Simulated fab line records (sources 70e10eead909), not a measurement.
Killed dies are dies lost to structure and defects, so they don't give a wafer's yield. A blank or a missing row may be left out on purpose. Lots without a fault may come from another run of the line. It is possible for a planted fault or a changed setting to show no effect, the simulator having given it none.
fab line records + flow nand-harc
record:
- lots: 7
- wafers: 21
- last-day: 24
route steps=1159 shown A_M0@1003
lots untouched by any fault: they come from a run of this same line in which no faults occurred
start-h: hours from the record's opening day to when the first of the lot's shown wafers began + wait-h: hours since the lot's step before + " the same as in the row above + L1.1+2: a single row standing in for several wafers + - no value, or no start given + * or withheld: withheld + < > ~ a bound
route shown NAME@n: a module of which the file shows steps, and the number in the route of the first + usual: mean and standard deviation over wafers with no fault + same: alike in all rows + chamber/n: place in a boat + sites: readings site by site + _std_site: their standard deviation + _edge_site: mean of outer sites minus mean of inner sites + radius-mm: how far each site lies from the wafer's centre + mask NAME#n: copy n + behind: the last tool/chamber to shape the wafer + hold: why the lot went on hold/how many hours it stayed there/how the hold came to an end + device: the n, p or np transistor that did not switch + end of line: the same wafers' tests at the end of the route + step lacking rows: just its recipe + killed: dies lost to structure and defects at the first sort, not the wafer's yield + map: per-die view of a wafer (x killed, . not killed, _ where there is no die)
set.NAME: the setting that was run; set.NAME@STEP: the one run at that earlier step + model.NAME: the simulator's own value behind a step, which no gauge read
lots at selected steps of the route; one table per step, one row per wafer
services: the hour from which a tool's chamber was out of use, counted from the record's first day as start-h (under 0 if before that day), plus the number of hours and why
== steps ==
step: NHARC_A_M0_DEVELOP_08
recipe:
- develop-time-s: 35
- dev-temp-c: 23
step: NHARC_A_M0_CD_MEAS_09
recipe:
- target-cd-nm: 80
- landing-energy-ev: 500
usual:
- cd-nm: 79.8/0.57
| lot.wafer | tool      | chamber | start-h | wait-h | cd-nm |
|-----------|-----------|---------|---------|--------|-------|
| L439.1    | cd-sem-01 | 0       | 408.88  | -      | 80.1  |
| L439.2    | "         | 0       | "       | "      | 79.6  |
| L439.5    | "         | 0       | "       | "      | 80.7  |
| L449.1    | cd-sem-01 | 0       | 464.15  | -      | 80.3  |
| L449.2    | "         | 0       | "       | "      | 79.2  |
| L449.6    | "         | 0       | "       | "      | 80.0  |
| L451.1    | cd-sem-01 | 0       | 475.23  | -      | 79.4  |
| L451.3    | "         | 0       | "       | "      | 79.1  |
| L451.4    | "         | 0       | "       | "      | 79.0  |
| L452.2    | cd-sem-03 | 0       | 476.04  | -      | 79.6  |
| L452.3    | "         | 0       | "       | "      | 79.0  |
| L452.6    | "         | 0       | "       | "      | 79.5  |
| L454.3    | cd-sem-03 | 0       | 493.37  | -      | 79.6  |
| L454.4    | "         | 0       | "       | "      | 79.0  |
| L454.5    | "         | 0       | "       | "      | 79.2  |
| L453.3    | cd-sem-03 | 0       | 493.76  | -      | 80.4  |
| L453.5    | "         | 0       | "       | "      | 79.8  |
| L453.6    | "         | 0       | "       | "      | 80.8  |
| L461.3    | cd-sem-02 | 0       | 531.63  | -      | 80.7  |
| L461.5    | "         | 0       | "       | "      | 80.1  |
| L461.6    | "         | 0       | "       | "      | 80.7  |
step: NHARC_A_M0_OVL_MEAS_10
recipe:
- pitch-nm: 160
usual:
- overlay-x-nm: 0.0/1
- overlay-y-nm: 0.1/1.1
| lot.wafer | tool       | chamber | start-h | wait-h | overlay-x-nm | overlay-y-nm |
|-----------|------------|---------|---------|--------|--------------|--------------|
| L439.1    | overlay-02 | -       | 408.96  | -      | -0.4         | 1.7          |
| L439.2    | "          | -       | "       | "      | -0.8         | 2.4          |
| L439.5    | "          | -       | "       | "      | -0.8         | 2.4          |
| L449.1    | overlay-01 | -       | 464.24  | -      | -1.5         | 0.1          |
| L449.2    | "          | -       | "       | "      | -1.2         | 0.2          |
| L449.6    | "          | -       | "       | "      | -1.6         | 0.0          |
| L451.1    | overlay-02 | -       | 475.32  | -      | -0.8         | -0.4         |
| L451.3    | "          | -       | "       | "      | -1.0         | -0.6         |
| L451.4    | "          | -       | "       | "      | -0.8         | -0.2         |
| L452.2    | overlay-02 | -       | 476.12  | -      | 1.4          | -0.2         |
| L452.3    | "          | -       | "       | "      | 1.1          | -0.6         |
| L452.6    | "          | -       | "       | "      | 1.6          | -0.1         |
| L454.3    | overlay-02 | -       | 493.46  | -      | 0.0          | -0.5         |
| L454.4    | "          | -       | "       | "      | -0.4         | -1.1         |
| L454.5    | "          | -       | "       | "      | -0.2         | -0.7         |
| L453.3    | overlay-01 | -       | 493.85  | -      | -0.6         | 0.4          |
| L453.5    | "          | -       | "       | "      | -0.8         | 0.5          |
| L453.6    | "          | -       | "       | "      | -1.0         | 0.4          |
| L461.3    | overlay-01 | -       | 531.71  | -      | 0.1          | -0.2         |
| L461.5    | "          | -       | "       | "      | 0.2          | -0.3         |
| L461.6    | "          | -       | "       | "      | -0.1         | -0.2         |
step: NHARC_A_M0_INSPECT_11
usual:
- raw-defect-count: 31/16
| lot.wafer | tool              | chamber | start-h | wait-h | raw-defect-count |
|-----------|-------------------|---------|---------|--------|------------------|
| L439.1    | defect-inspect-02 | -       | 409.00  | 0.0    | 33               |
| L439.2    | "                 | -       | "       | "      | 19               |
| L439.5    | "                 | -       | "       | "      | 34               |
| L449.1    | defect-inspect-01 | -       | 464.28  | 0.0    | 14               |
| L449.2    | "                 | -       | "       | "      | 14               |
| L449.6    | "                 | -       | "       | "      | 10               |
| L451.1    | defect-inspect-02 | -       | 475.36  | 0.0    | 15               |
| L451.3    | "                 | -       | "       | "      | 18               |
| L451.4    | "                 | -       | "       | "      | 22               |
| L452.2    | defect-inspect-02 | -       | 476.16  | 0.0    | 60               |
| L452.3    | "                 | -       | "       | "      | 43               |
| L452.6    | "                 | -       | "       | "      | 53               |
| L454.3    | defect-inspect-02 | -       | 493.49  | 0.0    | 14               |
| L454.4    | "                 | -       | "       | "      | 13               |
| L454.5    | "                 | -       | "       | "      | 24               |
| L453.3    | defect-inspect-01 | -       | 493.88  | 0.0    | 52               |
| L453.5    | "                 | -       | "       | "      | 58               |
| L453.6    | "                 | -       | "       | "      | 36               |
| L461.3    | defect-inspect-01 | -       | 531.75  | 0.0    | 21               |
| L461.5    | "                 | -       | "       | "      | 19               |
| L461.6    | "                 | -       | "       | "      | 26               |
step: NHARC_A_M0_DESCUM_14
recipe:
- time-s: 3
- o2-flow-sccm: 200
- ar-flow-sccm: 0
- bias-power-w: 0
- chemistry: O2
usual:
- drypump-motor-current-A: 5.9/0.5
- oes-product-au: 1.002/0.0089
- rf-vpp-V: 57.7/0.92
- showerhead-plenum-p-Torr: 1.91/0.059
- throttle-valve-pct: 11.310/0.0093
| lot.wafer | tool        | chamber | start-h | wait-h | drypump-motor-current-A | oes-product-au | rf-hours-counter-h | rf-vpp-V | showerhead-plenum-p-Torr | throttle-valve-pct |
|-----------|-------------|---------|---------|--------|-------------------------|----------------|--------------------|----------|--------------------------|--------------------|
| L439.1    | rie-diel-13 | 0       | 409.06  | 0.1    | 6.4                     | 1.003          | 9                  | 57.5     | 1.81                     | 11.298             |
| L439.2    | "           | 2       | "       | "      | 5.8                     | 1.015          | 8                  | 58.7     | 2.01                     | 11.301             |
| L439.5    | "           | 0       | "       | "      | 6.3                     | 0.996          | -                  | 57.4     | 1.81                     | 11.288             |
| L449.1    | rie-diel-01 | 3       | 464.35  | 0.1    | 5.2                     | 1.005          | 11                 | 56.7     | 1.92                     | 11.300             |
| L449.2    | "           | 0       | "       | "      | 6.7                     | 1.006          | 12                 | 58.4     | 2.03                     | 11.309             |
| L449.6    | "           | 1       | "       | "      | 6.0                     | 1.016          | -                  | 57.4     | 1.87                     | 11.314             |
| L451.1    | rie-diel-09 | 0       | 475.42  | 0.1    | 6.0                     | 1.002          | 3                  | 58.3     | 1.95                     | 11.298             |
| L451.3    | "           | 1       | "       | "      | 5.3                     | 0.983          | 2                  | 57.8     | 1.95                     | 11.309             |
| L451.4    | "           | 0       | "       | "      | 6.0                     | 0.994          | -                  | 58.3     | 1.95                     | 11.297             |
| L452.2    | rie-diel-09 | 3       | 476.25  | 0.1    | 5.8                     | 0.991          | 3                  | 57.3     | 1.85                     | 11.331             |
| L452.3    | "           | 0       | "       | "      | 6.0                     | 1.007          | 3                  | 58.2     | 1.95                     | 11.310             |
| L452.6    | "           | 1       | "       | "      | 5.3                     | 1.002          | -                  | 56.4     | 1.95                     | 11.316             |
| L454.3    | rie-diel-09 | 3       | 493.57  | 0.1    | 5.7                     | 0.991          | 4                  | 56.2     | 1.85                     | 11.312             |
| L454.4    | "           | 0       | "       | "      | 6.0                     | 1.000          | 4                  | 56.8     | 1.95                     | 11.310             |
| L454.5    | "           | 2       | "       | "      | 6.0                     | 0.999          | -                  | 58.0     | 1.87                     | 11.320             |
| L453.3    | rie-diel-13 | 1       | 493.97  | 0.1    | 6.3                     | 1.010          | 2                  | 57.6     | 1.86                     | 11.303             |
| L453.6    | "           | 1       | "       | "      | 6.3                     | 0.993          | -                  | 58.6     | 1.86                     | 11.321             |
| L453.5    | "           | 2       | "       | "      | 5.7                     | 1.008          | -                  | 57.9     | 2.01                     | 11.299             |
| L461.3    | rie-diel-09 | 1       | 531.81  | 0.1    | 5.3                     | 1.004          | 6                  | 58.2     | 1.95                     | 11.296             |
| L461.5    | "           | 1       | "       | "      | 5.3                     | 0.995          | -                  | 58.1     | 1.95                     | 11.308             |
| L461.6    | "           | 2       | "       | "      | 6.0                     | 1.005          | -                  | 56.9     | 1.87                     | 11.313             |
step: NHARC_A_M0_ETCH_34
recipe:
- target-depth-a: 400
- overetch-a: 120
- time-s: 43.94
- ion-energy-ev: 200
- n2-flow-sccm: 150
- h2-flow-sccm: 150
- ar-flow-sccm: 0
- rf-w: 400
- bias-w: 150
- chemistry: N2/H2
step: NHARC_A_M0_ETCH_15
recipe:
- target-depth-a: 1500
- overetch-a: 150
- time-s: 82.5
- c4f8-flow-sccm: withheld
- ar-flow-sccm: 400
- rf-w: 600
- bias-w: 300
- chemistry: C4F8/Ar
step: NHARC_A_M0_CD_MEAS_16
usual:
- cd-nm: 79.8/0.65
| lot.wafer | tool      | chamber | start-h | wait-h | cd-nm |
|-----------|-----------|---------|---------|--------|-------|
| L439.1    | cd-sem-03 | -       | 409.36  | -      | 80.2  |
| L439.2    | "         | -       | "       | "      | 79.5  |
| L439.5    | "         | -       | "       | "      | 81.0  |
| L449.1    | cd-sem-02 | -       | 464.64  | -      | 79.9  |
| L449.2    | "         | -       | "       | "      | 79.5  |
| L449.6    | "         | -       | "       | "      | 80.1  |
| L451.1    | cd-sem-02 | -       | 475.76  | -      | 79.3  |
| L451.3    | "         | -       | "       | "      | 80.0  |
| L451.4    | "         | -       | "       | "      | 78.4  |
| L452.2    | cd-sem-01 | -       | 476.58  | -      | 80.3  |
| L452.3    | "         | -       | "       | "      | 79.7  |
| L452.6    | "         | -       | "       | "      | 79.8  |
| L454.3    | cd-sem-02 | -       | 493.86  | -      | 79.1  |
| L454.4    | "         | -       | "       | "      | 79.3  |
| L454.5    | "         | -       | "       | "      | 79.1  |
| L453.3    | cd-sem-02 | -       | 494.27  | -      | 80.7  |
| L453.5    | "         | -       | "       | "      | 79.7  |
| L453.6    | "         | -       | "       | "      | 80.9  |
| L461.3    | cd-sem-02 | -       | 532.11  | -      | 80.9  |
| L461.5    | "         | -       | "       | "      | 80.2  |
| L461.6    | "         | -       | "       | "      | 80.5  |
step: NHARC_A_M0_STRIP_18
recipe:
- power-w: 1000
- n2-flow-sccm: 150
- h2-flow-sccm: 150
- ar-flow-sccm: 0
- bias-w: 0
- chemistry: N2/H2
usual:
- drypump-motor-current-A: 6.0/0.49
- oes-product-au: 1.001/0.0089
- rf-vpp-V: 90.6/0.87
- showerhead-plenum-p-Torr: 2.04/0.067
- throttle-valve-pct: 14.170/0.0094
| lot.wafer | tool        | chamber | start-h | wait-h | drypump-motor-current-A | oes-product-au | rf-hours-counter-h | rf-vpp-V | showerhead-plenum-p-Torr | throttle-valve-pct |
|-----------|-------------|---------|---------|--------|-------------------------|----------------|--------------------|----------|--------------------------|--------------------|
| L439.2    | rie-diel-09 | 1       | 409.44  | 0.1    | 5.3                     | 0.993          | 9                  | 91.7     | 2.08                     | 14.142             |
| L439.1    | "           | 2       | "       | "      | 5.9                     | 0.999          | 9                  | 90.0     | 1.99                     | 14.158             |
| L439.5    | "           | 1       | "       | "      | 5.3                     | 0.998          | -                  | 90.9     | 2.08                     | 14.156             |
| L449.2    | rie-diel-13 | 3       | 464.76  | 0.1    | 5.6                     | 0.997          | 0                  | 89.7     | 1.99                     | 14.169             |
| L449.1    | "           | 0       | "       | "      | 6.3                     | 1.008          | 1                  | 90.1     | 1.93                     | 14.174             |
| L449.6    | "           | 2       | "       | "      | 5.8                     | 1.026          | -                  | 90.9     | 2.15                     | 14.163             |
| L451.1    | rie-diel-13 | 2       | 475.85  | 0.1    | 5.8                     | 1.015          | 1                  | 90.6     | 2.14                     | 14.180             |
| L451.3    | "           | 3       | "       | "      | 5.6                     | 1.002          | 1                  | 90.7     | 1.99                     | 14.171             |
| L451.4    | "           | 0       | "       | "      | 6.3                     | 1.009          | 1                  | 89.8     | 1.93                     | 14.163             |
| L452.3    | rie-diel-09 | 0       | 476.69  | 0.1    | 6.0                     | 0.997          | 3                  | 90.0     | 2.08                     | 14.176             |
| L452.2    | "           | 1       | "       | "      | 5.3                     | 1.000          | 3                  | 91.3     | 2.08                     | 14.187             |
| L452.6    | "           | 0       | "       | "      | 6.0                     | 0.998          | -                  | 90.5     | 2.08                     | 14.190             |
| L454.3    | rie-diel-09 | 0       | 493.98  | 0.1    | 6.0                     | 1.004          | 4                  | 90.1     | 2.08                     | 14.168             |
| L454.4    | "           | 1       | "       | "      | 5.3                     | 0.994          | 4                  | 91.9     | 2.08                     | 14.173             |
| L454.5    | "           | 3       | "       | "      | 5.8                     | 0.990          | -                  | 89.1     | 1.97                     | 14.176             |
| L453.3    | rie-diel-09 | 1       | 494.39  | 0.1    | 5.3                     | 0.995          | 4                  | 91.8     | 2.08                     | 14.167             |
| L453.6    | "           | 3       | "       | "      | 5.8                     | 0.987          | -                  | 89.1     | 1.97                     | 14.189             |
| L453.5    | "           | 0       | "       | "      | 5.9                     | 1.005          | -                  | 91.6     | 2.08                     | 14.170             |
| L461.3    | rie-diel-13 | 0       | 532.18  | 0.1    | 6.4                     | 0.994          | 6                  | 89.1     | 1.93                     | 14.170             |
| L461.5    | "           | 0       | "       | "      | 6.4                     | 0.998          | -                  | 89.9     | 1.93                     | 14.190             |
| L461.6    | "           | 1       | "       | "      | 6.3                     | 0.990          | -                  | 89.8     | 1.98                     | 14.177             |
step: NHARC_A_M0_STRIP_19
recipe:
- time-s: 600
- temp-c: 30
- chemistry: post-etch-residue-remover
step: NHARC_A_M0_DEGAS_28
recipe:
- temp-c: 250
- time-s: 60
usual:
- heater-power-w: 346/22
| lot.wafer | tool           | chamber | start-h | wait-h | heater-power-w |
|-----------|----------------|---------|---------|--------|----------------|
| L439.1    | pvd-sputter-03 | -       | 409.99  | -      | 344            |
| L439.2    | "              | -       | "       | "      | 323            |
| L439.5    | "              | -       | "       | "      | 370            |
| L449.1    | pvd-sputter-01 | -       | 465.26  | -      | 346            |
| L449.2    | "              | -       | "       | "      | 295            |
| L449.6    | "              | -       | "       | "      | 354            |
| L451.4    | pvd-sputter-02 | -       | 476.52  | -      | 353            |
| L451.3    | "              | -       | "       | "      | 339            |
| L451.1    | "              | -       | "       | "      | 343            |
| L452.3    | pvd-sputter-03 | -       | 477.37  | -      | 310            |
| L452.2    | "              | -       | "       | "      | 347            |
| L452.6    | "              | -       | "       | "      | 319            |
| L454.3    | pvd-sputter-02 | -       | 494.49  | -      | 357            |
| L454.4    | "              | -       | "       | "      | 337            |
| L454.5    | "              | -       | "       | "      | 366            |
| L453.3    | pvd-sputter-03 | -       | 494.90  | -      | 321            |
| L453.5    | "              | -       | "       | "      | 353            |
| L453.6    | "              | -       | "       | "      | 353            |
| L461.3    | pvd-sputter-01 | -       | 532.73  | -      | 332            |
| L461.5    | "              | -       | "       | "      | 339            |
| L461.6    | "              | -       | "       | "      | 352            |
step: NHARC_A_M0_PRE_CLEAN_29
recipe:
- time-s: 30
- temp-c: 280
- gas: H2/He
usual:
- heater-power-w: 424/27
| lot.wafer | tool           | chamber | start-h | wait-h | heater-power-w |
|-----------|----------------|---------|---------|--------|----------------|
| L439.1    | pvd-sputter-03 | -       | -       | -      | 404            |
| L439.2    | "              | -       | "       | "      | 402            |
| L439.5    | "              | -       | "       | "      | 403            |
| L449.1    | pvd-sputter-01 | -       | -       | -      | 417            |
| L449.2    | "              | -       | "       | "      | 414            |
| L449.6    | "              | -       | "       | "      | 366            |
| L451.4    | pvd-sputter-02 | -       | -       | -      | 441            |
| L451.1    | "              | -       | "       | "      | 418            |
| L451.3    | "              | -       | "       | "      | 417            |
| L452.3    | pvd-sputter-03 | -       | -       | -      | 430            |
| L452.2    | "              | -       | "       | "      | 387            |
| L452.6    | "              | -       | "       | "      | 427            |
| L454.3    | pvd-sputter-02 | -       | -       | -      | 476            |
| L454.4    | "              | -       | "       | "      | 423            |
| L454.5    | "              | -       | "       | "      | 415            |
| L453.3    | pvd-sputter-03 | -       | -       | -      | 435            |
| L453.6    | "              | -       | "       | "      | 417            |
| L453.5    | "              | -       | "       | "      | 444            |
| L461.3    | pvd-sputter-01 | -       | -       | -      | 367            |
| L461.5    | "              | -       | "       | "      | 364            |
| L461.6    | "              | -       | "       | "      | 429            |
step: NHARC_A_M0_PVD_20
recipe:
- target-thk-a: 50
- bias-v: 168.6
- power-w: 15000
- chamber-pressure-pa: 0.12
- time-s: 8.06
- substrate-temp-c: 50
- material: TaN
usual:
- bias-v: 168.4/1.6
- cathode-dc-power-W: 15000/2.8
- throttle-valve-pct: 30.1/0.83
| lot.wafer | tool           | chamber | start-h | wait-h | bias-v | cathode-dc-power-W | throttle-valve-pct |
|-----------|----------------|---------|---------|--------|--------|--------------------|--------------------|
| L439.2    | pvd-sputter-03 | -       | 410.09  | -      | 167.8  | 15000              | 32.0               |
| L439.1    | "              | -       | "       | "      | 165.0  | 14998              | 30.5               |
| L439.5    | "              | -       | "       | "      | 168.1  | 15000              | 30.0               |
| L449.1    | pvd-sputter-01 | -       | 465.46  | -      | 168.0  | 15002              | 29.5               |
| L449.2    | "              | -       | "       | "      | 165.5  | 15000              | 30.0               |
| L449.6    | "              | -       | "       | "      | 169.1  | 15003              | 29.7               |
| L451.4    | pvd-sputter-02 | -       | 476.65  | -      | 166.4  | 15002              | 30.4               |
| L451.3    | "              | -       | "       | "      | 168.1  | 15000              | 30.8               |
| L451.1    | "              | -       | "       | "      | 169.2  | 14996              | 30.3               |
| L452.2    | pvd-sputter-03 | -       | 477.51  | -      | -      | -                  | -                  |
| L452.3    | "              | -       | "       | "      | -      | -                  | -                  |
| L452.6    | "              | -       | "       | "      | -      | -                  | -                  |
| L454.3    | pvd-sputter-02 | -       | 494.61  | -      | -      | -                  | -                  |
| L454.4    | "              | -       | "       | "      | -      | -                  | -                  |
| L454.5    | "              | -       | "       | "      | -      | -                  | -                  |
| L453.3    | pvd-sputter-03 | -       | 495.04  | -      | -      | -                  | -                  |
| L453.5    | "              | -       | "       | "      | -      | -                  | -                  |
| L453.6    | "              | -       | "       | "      | -      | -                  | -                  |
| L461.3    | pvd-sputter-01 | -       | 532.86  | -      | 169.4  | 14996              | 31.5               |
| L461.6    | "              | -       | "       | "      | 166.9  | 14998              | 29.6               |
| L461.5    | "              | -       | "       | "      | 170.9  | 14995              | 30.0               |
step: NHARC_A_M0_PVD_21
recipe:
- target-thk-a: 300
- chamber-pressure-pa: 5
- power-w: 5000
- substrate-temp-c: 30
- time-s: 20.49
- material: Cu
usual:
- cathode-dc-power-W: 5000.0/0.95
- chamber-pressure-pa: 5.000/0.01
- throttle-valve-pct: 30.0/0.8
| lot.wafer | tool           | chamber | start-h | wait-h | cathode-dc-power-W | chamber-pressure-pa | throttle-valve-pct |
|-----------|----------------|---------|---------|--------|--------------------|---------------------|--------------------|
| L439.1    | pvd-sputter-03 | -       | -       | -      | 4998.8             | 5.011               | 32.0               |
| L439.2    | "              | -       | "       | "      | 5000.3             | 4.986               | 29.9               |
| L439.5    | "              | -       | "       | "      | 5000.9             | 4.983               | 30.0               |
| L449.2    | pvd-sputter-01 | -       | -       | -      | 4999.0             | 4.987               | 29.9               |
| L449.1    | "              | -       | "       | "      | 5000.0             | 4.989               | 30.0               |
| L449.6    | "              | -       | "       | "      | 4999.2             | 4.996               | 29.6               |
| L451.1    | pvd-sputter-02 | -       | -       | -      | 5001.3             | 4.984               | 30.7               |
| L451.4    | "              | -       | "       | "      | 5000.6             | 5.006               | 30.0               |
| L451.3    | "              | -       | "       | "      | 4998.7             | 4.987               | 28.5               |
| L452.3    | pvd-sputter-03 | -       | -       | -      | 5000.2             | 5.012               | 29.6               |
| L452.2    | "              | -       | "       | "      | 5000.7             | 4.984               | 31.2               |
| L452.6    | "              | -       | "       | "      | 5001.1             | 4.990               | 30.1               |
| L454.3    | pvd-sputter-02 | -       | -       | -      | 5000.6             | 5.007               | 28.7               |
| L454.4    | "              | -       | "       | "      | 4999.4             | 5.000               | 30.6               |
| L454.5    | "              | -       | "       | "      | 5001.8             | 4.990               | 28.4               |
| L453.3    | pvd-sputter-03 | -       | -       | -      | 4999.0             | 4.992               | 30.1               |
| L453.5    | "              | -       | "       | "      | 4998.9             | 4.990               | 30.1               |
| L453.6    | "              | -       | "       | "      | 4999.6             | 5.006               | 30.4               |
| L461.3    | pvd-sputter-01 | -       | -       | -      | 5001.1             | 5.004               | 29.6               |
| L461.6    | "              | -       | "       | "      | 5000.9             | 5.002               | 29.4               |
| L461.5    | "              | -       | "       | "      | 5000.1             | 4.993               | 30.1               |
== services ==
| tool           | chamber | start-h | hours | kind       |
|----------------|---------|---------|-------|------------|
| rie-diel-09    | 0       | 385.73  | -     | clean      |
| rie-diel-09    | 1       | 385.73  | -     | clean      |
| rie-diel-09    | 2       | 385.73  | -     | clean      |
| rie-diel-09    | 3       | 385.73  | -     | clean      |
| pvd-sputter-02 | -       | 392.00  | 10.0  | pm         |
| rie-diel-09    | 0       | 410.23  | -     | clean      |
| rie-diel-09    | 1       | 410.23  | -     | clean      |
| rie-diel-09    | 2       | 410.23  | -     | clean      |
| rie-diel-09    | 3       | 410.23  | -     | clean      |
| rie-diel-09    | -       | 431.12  | 9.0   | pm         |
| rie-diel-09    | 0       | 431.12  | 9.0   | vent-cycle |
| rie-diel-09    | 1       | 431.12  | 9.0   | vent-cycle |
| rie-diel-09    | 2       | 431.12  | 9.0   | vent-cycle |
| rie-diel-09    | 3       | 431.12  | 9.0   | vent-cycle |
| rie-diel-09    | 0       | 440.12  | -     | clean      |
| rie-diel-09    | 1       | 440.12  | -     | clean      |
| rie-diel-09    | 2       | 440.12  | -     | clean      |
| pvd-sputter-03 | -       | 442.30  | 5.5   | repair     |
| rie-diel-13    | -       | 453.00  | 9.0   | pm         |
| pvd-sputter-03 | -       | 458.00  | 10.0  | pm         |
| rie-diel-09    | 2       | 469.59  | 7.5   | repair     |
| rie-diel-01    | -       | 491.80  | 9.0   | pm         |
| pvd-sputter-01 | -       | 514.00  | 10.0  | pm         |
| rie-diel-09    | 1       | 515.57  | 5.7   | repair     |
== key ==
first-sign:
- step: NHARC_A_M0_PVD_20
- reading: tool-record
- direction: missing
effect none on later readings
met-at NHARC_A_M0_PVD_20
struck-wafers L452.2,L452.3,L452.6,L453.3,L453.5,L453.6,L454.3,L454.4,L454.5
later-rows-left-out L452.2,L452.3,L452.6,L453.3,L453.5,L453.6,L454.3,L454.4,L454.5
sort-left-out L452.2,L452.3,L452.6,L453.3,L453.5,L453.6,L454.3,L454.4,L454.5
onset-between 476.65 477.51
fault:
- kind: skipped-step-whole
- tool: pvd-sputter-02,pvd-sputter-03
- chamber: -
- onset-h: 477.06
- steps: NHARC_A_M0_PVD_20
- scope: struck-lots-only
sort-left-out: the simulated sort isn't trusted on such a fault, so these wafers' sort isn't shown, and their yield isn't known
later-rows-left-out: the simulator's readings of these wafers behind a module that went badly wrong aren't trusted and aren't shown, but for the sort
